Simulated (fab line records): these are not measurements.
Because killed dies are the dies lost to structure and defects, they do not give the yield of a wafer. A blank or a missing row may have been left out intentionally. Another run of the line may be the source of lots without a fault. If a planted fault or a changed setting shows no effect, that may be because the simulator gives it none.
3 desks, one fault | flow n5Finfet | every desk sees just its own numbers, and what lay behind them comes last

## METROLOGY DESK
What the gauges read for every lot (on any tool): the sampled wafers with a number, averaged. Any lot whose mean is over 4 standard deviations away from the usual mean is out of limits and marked OUT; that distance is given in the brackets.
Columns: A = cdNm at N5_ZERO_LAYER_CD_MEAS_11, usual 1999.5 nm; B = cdNm at N5_WELL_APT_CD_MEAS_08, usual 199.2 nm; C = NWELL_OVL at N5_WELL_APT_OVL_MEAS_09, usual -2 nm
lot  | first seen here | A      | B     | C
L293 | day 3 00:46     | 2001.3 | 198.8 | 1
L294 | day 3 07:04     | 1999.3 | 200.5 | -4
L299 | day 4 12:46     | 2001.3 | 198.6 | -2
L304 | day 5 18:38     | 1999.5 | 199.4 | -4
L310 | day 7 06:46     | 1999.5 | 199.3 | 2
Result from this desk: across the 5 lots, nothing is out of limits.

## THE DEFECT DESK
Per lot, the means of the sampled wafers with a number show what the inspections along the route counted. Any lot whose mean is over 4 standard deviations away from the usual mean is out of limits and marked OUT; that distance is given in the brackets.
Columns: A = rawDefectCount at N5_ZERO_LAYER_INSPECT_20, usual 35; B = rawDefectCount at N5_WELL_APT_INSPECT_10, usual 2.1
lot  | first seen here | A  | B
L293 | day 3 01:23     | 47 | 1.0
L294 | day 3 07:40     | 19 | 1.7
L299 | day 4 13:23     | 20 | 2.0
L304 | day 5 19:25     | 28 | 1.3
L310 | day 7 07:42     | 72 | 1.0
Result from this desk: across the 5 lots, nothing is out of limits.

## THE TOOL OWNER'S DESK: lithoTrack-01
The tool's own readings at N5_WELL_APT_PEB_06 (peb time 90 s): means of the sampled wafers that have a number, for each lot that ran on this tool. Any lot whose mean is over 4 standard deviations away from the usual mean is out of limits and marked OUT; that distance is given in the brackets.
Columns: A = exhaustPa at N5_WELL_APT_PEB_06, usual 45.1 Pa; B = heaterPowerTotalW at N5_WELL_APT_PEB_06, usual 172.5 W
lot  | first seen here | A    | B
L293 | day 3 01:41     | 45.7 | 173.1
L294 | day 3 07:59     | 45.0 | 173.1
L299 | day 4 13:34     | 44.5 | 173.9
Result from this desk: across the 3 lots, nothing is out of limits.

## PUT TOGETHER
The metrology desk saw nothing out of limits.
The defect desk saw nothing out of limits.
Nothing out of limits was seen by the tool owner's desk.

## WHAT THE SIMULATOR PUT IN
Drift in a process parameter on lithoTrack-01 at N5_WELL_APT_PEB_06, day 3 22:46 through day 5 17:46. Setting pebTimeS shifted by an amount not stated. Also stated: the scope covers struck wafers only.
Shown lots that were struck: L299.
